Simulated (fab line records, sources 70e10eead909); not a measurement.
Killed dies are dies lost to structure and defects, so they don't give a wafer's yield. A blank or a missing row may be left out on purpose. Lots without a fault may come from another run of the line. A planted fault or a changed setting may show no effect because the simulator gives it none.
Which tool did it? | flow nand_harc | 24 lots, 72 wafers sampled, at 6 steps of a route of 1302

WHAT THE GAUGES READ, wafer by wafer
NHARC_P_STI_CD_MEAS_16. Usual: cd_nm 199.8 nm, standard deviation 2.3.
lot  | measured     | on        | cd_nm (nm)        | flag
L074 | day 2 22:25  | cd_sem-03 | 199.5 197.4 198.4 |
L075 | day 3 06:05  | cd_sem-01 | 201.2 200.5 200.3 |
L076 | day 3 18:22  | cd_sem-03 | 201.0 199.7 195.9 |
L077 | day 4 02:22  | cd_sem-01 | 203.9 200.4 198.5 |
L078 | day 4 13:25  | cd_sem-02 | 197.4 196.4 196.8 |
L079 | day 4 22:13  | cd_sem-02 | 198.5 201.3 202.0 |
L080 | day 5 07:24  | cd_sem-03 | 200.5 196.6 197.9 |
L081 | day 5 17:01  | cd_sem-03 | 196.8 197.1 197.0 |
L082 | day 6 03:56  | cd_sem-03 | 201.8 202.1 202.7 |
L083 | day 6 14:22  | cd_sem-01 | 197.2 198.7 197.6 |
L084 | day 7 02:56  | cd_sem-03 | 199.6 195.1 200.2 |
L085 | day 7 13:30  | cd_sem-03 | 200.1 200.9 201.9 |
L086 | day 7 22:10  | cd_sem-02 | 202.3 201.1 201.4 |
L087 | day 8 05:15  | cd_sem-02 | 200.1 200.8 199.4 |
L088 | day 8 17:04  | cd_sem-03 | 201.6 202.3 199.9 |
L089 | day 9 01:13  | cd_sem-02 | 198.2 199.7 197.6 |
L090 | day 9 11:01  | cd_sem-01 | 202.5 201.6 202.6 |
L091 | day 9 21:39  | cd_sem-03 | 198.0 199.3 196.6 |
L092 | day 10 08:44 | cd_sem-02 | 198.3 199.7 200.3 |
L093 | day 10 22:19 | cd_sem-01 | 202.6 204.8 204.3 |
L094 | day 11 08:18 | cd_sem-03 | 196.1 197.9 196.4 |
L095 | day 11 12:52 | cd_sem-01 | 201.5 201.1 196.8 |
L096 | day 11 23:40 | cd_sem-02 | 199.4 198.6 202.0 |
L097 | day 12 09:55 | cd_sem-01 | 203.5 200.7 203.0 |

NHARC_P_CONTACT_INSPECT_14. Usual: raw_defect_count 4.0, standard deviation 2.5.
lot  | measured     | on                | raw_defect_count | flag
L074 | day 6 03:35  | defect_inspect-01 | 4 0 4            |
L075 | day 6 06:21  | defect_inspect-02 | 5 9 7            |
L076 | day 6 17:50  | defect_inspect-01 | 6 2 3            |
L077 | day 7 02:19  | defect_inspect-02 | 4 2 2            |
L078 | day 7 16:05  | defect_inspect-01 | 4 2 3            |
L079 | day 8 02:19  | defect_inspect-01 | 5 2 1            |
L080 | day 8 07:57  | defect_inspect-01 | 5 2 4            |
L081 | day 9 01:49  | defect_inspect-02 | 7 2 7            |
L082 | day 9 07:44  | defect_inspect-02 | 1 2 4            |
L083 | day 9 15:35  | defect_inspect-02 | 4 9 3            |
L084 | day 10 08:23 | defect_inspect-02 | 1 3 2            |
L085 | day 10 16:43 | defect_inspect-02 | 1 3 2            |
L086 | day 10 22:47 | defect_inspect-02 | 3 2 3            |
L087 | day 11 02:41 | defect_inspect-02 | 1 3 2            |
L088 | day 12 02:28 | defect_inspect-01 | 3 2 3            |
L089 | day 12 02:52 | defect_inspect-01 | 5 3 2            |
L090 | day 12 20:10 | defect_inspect-01 | 6 5 0            |
L091 | day 13 07:14 | defect_inspect-02 | 3 11 4           |
L092 | day 13 10:00 | defect_inspect-02 | 3 10 4           |
L093 | day 13 21:41 | defect_inspect-02 | 14 6 10          |
L094 | day 14 11:17 | defect_inspect-01 | 7 4 10           |
L095 | day 14 18:06 | defect_inspect-02 | 5 4 3            |
L096 | day 14 23:14 | defect_inspect-02 | 2 5 7            |
L097 | day 15 12:50 | defect_inspect-02 | 3 4 6            |

WHICH TOOL RAN EACH LOT (tool, then ch and the chambers of the sampled wafers, then the start)
lot  | NHARC_P_GATE_DESCUM_31             | NHARC_P_GATE_STRIP_112               | NHARC_P_GATE_STRIP_76                | NHARC_P_CONTACT_DEP_30
L074 | rie_diel-07 ch 0,1,2, day 5 03:39  | plasma_asher-01 ch 0,1, day 5 17:46  | plasma_asher-01 ch 0,1, day 5 17:58  | pecvd-04 ch 1,2, day 6 02:05
L075 | rie_diel-07 ch 0,1, day 5 10:26    | plasma_asher-02 ch 0,1, day 6 00:26  | plasma_asher-02 ch 0,1, day 6 00:38  | pecvd-02 ch 0,1,2, day 6 04:51
L076 | rie_diel-12 ch 0,1,3, day 5 21:55  | plasma_asher-01 ch 0,1, day 6 11:50  | plasma_asher-01 ch 0,1, day 6 12:06  | pecvd-02 ch 0,1,2, day 6 16:13
L077 | rie_diel-03 ch 0,2,3, day 6 06:16  | plasma_asher-02 ch 1, day 6 20:17    | plasma_asher-02 ch 1, day 6 20:31    | pecvd-04 ch 0,2, day 7 00:44
L078 | rie_diel-07 ch 0,1, day 6 19:44    | plasma_asher-01 ch 0,1, day 7 09:53  | plasma_asher-01 ch 0,1, day 7 10:08  | pecvd-04 ch 0,2, day 7 14:25
L079 | rie_diel-03 ch 0,3, day 7 06:26    | plasma_asher-02 ch 0,1, day 7 20:35  | plasma_asher-02 ch 0,1, day 7 20:51  | pecvd-01 ch 1,2, day 8 00:46
L080 | rie_diel-12 ch 0,1,2, day 7 11:45  | plasma_asher-02 ch 0,1, day 8 01:55  | plasma_asher-02 ch 0,1, day 8 02:08  | pecvd-04 ch 0,1, day 8 06:22
L081 | rie_diel-03 ch 1,3, day 8 05:53    | plasma_asher-01 ch 0,1, day 8 19:53  | plasma_asher-01 ch 0,1, day 8 20:07  | pecvd-04 ch 0,2, day 9 00:10
L082 | rie_diel-03 ch 0,1,3, day 8 12:01  | plasma_asher-02 ch 0,1, day 9 01:51  | plasma_asher-02 ch 0,1, day 9 02:07  | pecvd-01 ch 0,1, day 9 06:14
L083 | rie_diel-12 ch 1,2,3, day 8 19:43  | plasma_asher-01 ch 0,1, day 9 09:49  | plasma_asher-01 ch 0,1, day 9 10:01  | pecvd-02 ch 0,2, day 9 14:03
L084 | rie_diel-12 ch 0,1,2, day 9 12:38  | plasma_asher-01 ch 0,1, day 10 02:38 | plasma_asher-01 ch 0,1, day 10 02:50 | pecvd-02 ch 0,1,2, day 10 06:51
L085 | rie_diel-03 ch 0,1,2, day 9 20:49  | plasma_asher-01 ch 0,1, day 10 10:42 | plasma_asher-01 ch 0,1, day 10 10:58 | pecvd-04 ch 0,1,2, day 10 15:02
L086 | rie_diel-12 ch 0,3, day 10 02:59   | plasma_asher-01 ch 0,1, day 10 17:01 | plasma_asher-01 ch 0,1, day 10 17:13 | pecvd-01 ch 0,1, day 10 21:07
L087 | rie_diel-03 ch 0,1,2, day 10 06:49 | plasma_asher-01 ch 0,1, day 10 20:40 | plasma_asher-01 ch 0,1, day 10 20:55 | pecvd-02 ch 0,1, day 11 01:03
L088 | rie_diel-07 ch 0,2,3, day 11 06:15 | plasma_asher-01 ch 0,1, day 11 20:32 | plasma_asher-01 ch 0,1, day 11 20:44 | pecvd-04 ch 0,1, day 12 01:01
L089 | rie_diel-03 ch 0,1,2, day 11 06:53 | plasma_asher-02 ch 0,1, day 11 21:03 | plasma_asher-02 ch 0,1, day 11 21:17 | pecvd-01 ch 0,2, day 12 01:19
L090 | rie_diel-03 ch 0,2, day 12 00:22   | plasma_asher-02 ch 0,1, day 12 14:22 | plasma_asher-02 ch 0,1, day 12 14:34 | pecvd-04 ch 1,2, day 12 18:32
L091 | rie_diel-03 ch 1,2, day 12 09:08   | plasma_asher-02 ch 0,1, day 13 01:27 | plasma_asher-02 ch 0,1, day 13 01:39 | pecvd-04 ch 0,1,2, day 13 05:36
L092 | rie_diel-07 ch 1,2, day 12 14:02   | plasma_asher-02 ch 0,1, day 13 04:10 | plasma_asher-02 ch 0,1, day 13 04:25 | pecvd-02 ch 0,1,2, day 13 08:30
L093 | rie_diel-12 ch 2,3, day 13 01:51   | plasma_asher-01 ch 0,1, day 13 15:53 | plasma_asher-01 ch 0,1, day 13 16:08 | pecvd-04 ch 0,1, day 13 20:08
L094 | rie_diel-03 ch 1,3, day 13 12:54   | plasma_asher-02 ch 0,1, day 14 05:17 | plasma_asher-02 ch 0,1, day 14 05:33 | pecvd-04 ch 0,1, day 14 09:29
L095 | rie_diel-12 ch 0,2,3, day 13 22:11 | plasma_asher-02 ch 0,1, day 14 12:10 | plasma_asher-02 ch 0,1, day 14 12:23 | pecvd-04 ch 1,2, day 14 16:25
L096 | rie_diel-07 ch 0,1,3, day 14 03:28 | plasma_asher-01 ch 0,1, day 14 17:22 | plasma_asher-01 ch 0,1, day 14 17:38 | pecvd-01 ch 0,1,2, day 14 21:35
L097 | rie_diel-03 ch 2,3, day 14 14:44   | plasma_asher-02 ch 0,1, day 15 06:58 | plasma_asher-02 ch 0,1, day 15 07:12 | pecvd-04 ch 0,1,2, day 15 11:16
- NHARC_P_GATE_DESCUM_31: chemistry O2, time 3 s.
- NHARC_P_GATE_STRIP_112: strips in N2/H2, time 200 s.
- NHARC_P_GATE_STRIP_76: strips in O2.
- NHARC_P_CONTACT_DEP_30: deposits SiNx, target thk 30 nm.

WHAT THE TOOLS THEMSELVES READ (means of the sampled wafers that have a number; where no wafer has one, the mark that the record gives instead)
NHARC_P_GATE_DESCUM_31. Usual: chamber_pressure_mTorr 60.00 mTorr, standard deviation 0.056; drypump_motor_current_A 5.6 A, standard deviation 0.38; oes_product_au 0.998 a.u., standard deviation 0.0088; rf_vpp_V 58.1 V, standard deviation 0.89; showerhead_plenum_p_Torr 1.94 Torr, standard deviation 0.089; throttle_valve_pct 11.313 %, standard deviation 0.0085.
lot  | tool        | chamber_pressure_mTorr (mTorr) | drypump_motor_current_A (A) | oes_product_au (a.u.) | rf_vpp_V (V) | showerhead_plenum_p_Torr (Torr) | throttle_valve_pct (%) | flag
L074 | rie_diel-07 | 60.00                          | 5.4                         | 1.005                 | 57.8         | 2.00                            | 11.308                 |
L075 | rie_diel-07 | 60.01                          | 5.3                         | 1.006                 | 57.6         | 1.99                            | 11.312                 |
L076 | rie_diel-12 | 59.98                          | 5.7                         | 1.000                 | 57.1         | 1.87                            | 11.313                 |
L077 | rie_diel-03 | 59.96                          | 5.5                         | 1.000                 | 58.0         | 1.96                            | 11.312                 |
L078 | rie_diel-07 | 60.01                          | 5.3                         | 0.992                 | 58.8         | 1.96                            | 11.321                 |
L079 | rie_diel-03 | 59.94                          | 5.8                         | 1.004                 | 58.1         | 1.95                            | 11.304                 |
L080 | rie_diel-12 | 59.95                          | 5.6                         | 1.001                 | 58.2         | 1.88                            | 11.308                 |
L081 | rie_diel-03 | 59.91                          | 6.1                         | 0.990                 | 58.1         | 1.89                            | 11.314                 |
L082 | rie_diel-03 | 60.06                          | 5.7                         | 0.999                 | 58.1         | 1.89                            | 11.305                 |
L083 | rie_diel-12 | 60.03                          | 5.6                         | 1.003                 | 57.8         | 1.94                            | 11.320                 |
L084 | rie_diel-12 | 60.00                          | 5.6                         | 0.993                 | 58.5         | 1.88                            | 11.317                 |
L085 | rie_diel-03 | 60.05                          | 5.3                         | 0.995                 | 58.5         | 1.91                            | 11.318                 |
L086 | rie_diel-12 | 60.06                          | 6.0                         | 1.001                 | 57.6         | 1.86                            | 11.315                 |
L087 | rie_diel-03 | 59.99                          | 5.3                         | 0.991                 | 59.4         | 1.91                            | 11.316                 |
L088 | rie_diel-07 | 60.01                          | 5.6                         | 0.991                 | 58.5         | 2.01                            | 11.313                 |
L089 | rie_diel-03 | 59.98                          | 5.4                         | 1.003                 | 57.6         | 1.91                            | 11.318                 |
L090 | rie_diel-03 | 60.02                          | 5.2                         | 1.001                 | 57.9         | 1.98                            | 11.304                 |
L091 | rie_diel-03 | 59.94                          | 5.4                         | 0.988                 | 58.6         | 1.92                            | 11.317                 |
L092 | rie_diel-07 | 59.98                          | 5.6                         | 1.000                 | 57.7         | 2.04                            | 11.314                 |
L093 | rie_diel-12 | 60.04                          | 5.8                         | 1.006                 | 58.3         | 1.99                            | 11.313                 |
L094 | rie_diel-03 | 59.97                          | 6.1                         | 0.997                 | 57.9         | 1.89                            | 11.314                 |
L095 | rie_diel-12 | 60.04                          | 5.8                         | 1.001                 | 57.6         | 1.93                            | 11.307                 |
L096 | rie_diel-07 | 60.01                          | 5.5                         | 0.995                 | 57.6         | 2.00                            | 11.314                 |
L097 | rie_diel-03 | 59.98                          | 5.9                         | 0.999                 | 58.4         | 1.96                            | 11.310                 |

NHARC_P_GATE_STRIP_112. Usual: drypump_motor_current_A 5.9 A, standard deviation 0.41; heater_power_w 92 W, standard deviation 12.
lot  | tool            | drypump_motor_current_A (A) | heater_power_w (W) | flag
L074 | plasma_asher-01 | 5.7                         | 102                |
L075 | plasma_asher-02 | 6.0                         | 85                 |
L076 | plasma_asher-01 | 5.6                         | 103                |
L077 | plasma_asher-02 | 6.6                         | 75                 |
L078 | plasma_asher-01 | 5.7                         | 102                |
L079 | plasma_asher-02 | 6.0                         | 85                 |
L080 | plasma_asher-02 | 6.2                         | 80                 |
L081 | plasma_asher-01 | 5.5                         | 101                |
L082 | plasma_asher-02 | 6.2                         | 80                 |
L083 | plasma_asher-01 | 5.7                         | 102                |
L084 | plasma_asher-01 | 5.7                         | 103                |
L085 | plasma_asher-01 | 5.7                         | 102                |
L086 | plasma_asher-01 | 5.6                         | 103                |
L087 | plasma_asher-01 | 5.5                         | 103                |
L088 | plasma_asher-01 | 5.7                         | 102                |
L089 | plasma_asher-02 | 6.2                         | 80                 |
L090 | plasma_asher-02 | 6.3                         | 80                 |
L091 | plasma_asher-02 | 6.2                         | 80                 |
L092 | plasma_asher-02 | 6.2                         | 80                 |
L093 | plasma_asher-01 | 5.7                         | 103                |
L094 | plasma_asher-02 | 5.9                         | 86                 |
L095 | plasma_asher-02 | 6.2                         | 80                 |
L096 | plasma_asher-01 | 5.6                         | 103                |
L097 | plasma_asher-02 | 6.0                         | 86                 |

NHARC_P_GATE_STRIP_76. Usual: drypump_motor_current_A 5.9 A, standard deviation 0.4; heater_power_w 346 W, standard deviation 44.
lot  | tool            | drypump_motor_current_A (A) | heater_power_w (W) | flag
L074 | plasma_asher-01 | 5.7                         | 384                |
L075 | plasma_asher-02 | 6.0                         | 320                |
L076 | plasma_asher-01 | 5.6                         | 388                |
L077 | plasma_asher-02 | 6.5                         | 281                |
L078 | plasma_asher-01 | 5.7                         | 378                |
L079 | plasma_asher-02 | 6.0                         | 317                |
L080 | plasma_asher-02 | 6.2                         | 295                |
L081 | plasma_asher-01 | 5.6                         | 382                |
L082 | plasma_asher-02 | 6.2                         | 295                |
L083 | plasma_asher-01 | 5.7                         | 382                |
L084 | plasma_asher-01 | 5.7                         | 382                |
L085 | plasma_asher-01 | 5.7                         | 386                |
L086 | plasma_asher-01 | 5.5                         | 386                |
L087 | plasma_asher-01 | 5.6                         | 381                |
L088 | plasma_asher-01 | 5.8                         | 380                |
L089 | plasma_asher-02 | 6.3                         | 295                |
L090 | plasma_asher-02 | 6.2                         | 300                |
L091 | plasma_asher-02 | 6.2                         | 300                |
L092 | plasma_asher-02 | 6.2                         | 298                |
L093 | plasma_asher-01 | 5.8                         | 384                |
L094 | plasma_asher-02 | 6.0                         | 323                |
L095 | plasma_asher-02 | 6.3                         | 300                |
L096 | plasma_asher-01 | 5.5                         | 380                |
L097 | plasma_asher-02 | 6.0                         | 319                |

NHARC_P_CONTACT_DEP_30. Usual: heater_power_w 745 W, standard deviation 120.
lot  | tool     | heater_power_w (W) | flag
L074 | pecvd-04 | 733                |
L075 | pecvd-02 | 655                |
L076 | pecvd-02 | 662                |
L077 | pecvd-04 | 832                |
L078 | pecvd-04 | 887                |
L079 | pecvd-01 | 728                |
L080 | pecvd-04 | 738                |
L081 | pecvd-04 | 796                |
L082 | pecvd-01 | 670                |
L083 | pecvd-02 | 627                |
L084 | pecvd-02 | 648                |
L085 | pecvd-04 | 816                |
L086 | pecvd-01 | 768                |
L087 | pecvd-02 | 664                |
L088 | pecvd-04 | 781                |
L089 | pecvd-01 | 638                |
L090 | pecvd-04 | 703                |
L091 | pecvd-04 | 840                |
L092 | pecvd-02 | 734                |
L093 | pecvd-04 | 821                |
L094 | pecvd-04 | 757                |
L095 | pecvd-04 | 754                |
L096 | pecvd-01 | 707                |
L097 | pecvd-04 | 755                |

THE ANSWER, worked out from the rows above alone
Rule: a lot is off if the mean of its wafers that have a number lies more than 3 standard deviations from the usual mean. A lot without any number at a reading at which 4 lots or more have one is off too. The other lots that the step has rows for count as sound. The gauges are gone through in route order, then the tools' own readings, and for those a lot's mean is taken as printed above. The first step at which some lot is off is used, and at that step the reading that is off furthest; a lot without a number counts as furthest.
No lot is off at any reading shown: from this, nothing can be told.

WHAT THE SIMULATOR HAD PUT IN
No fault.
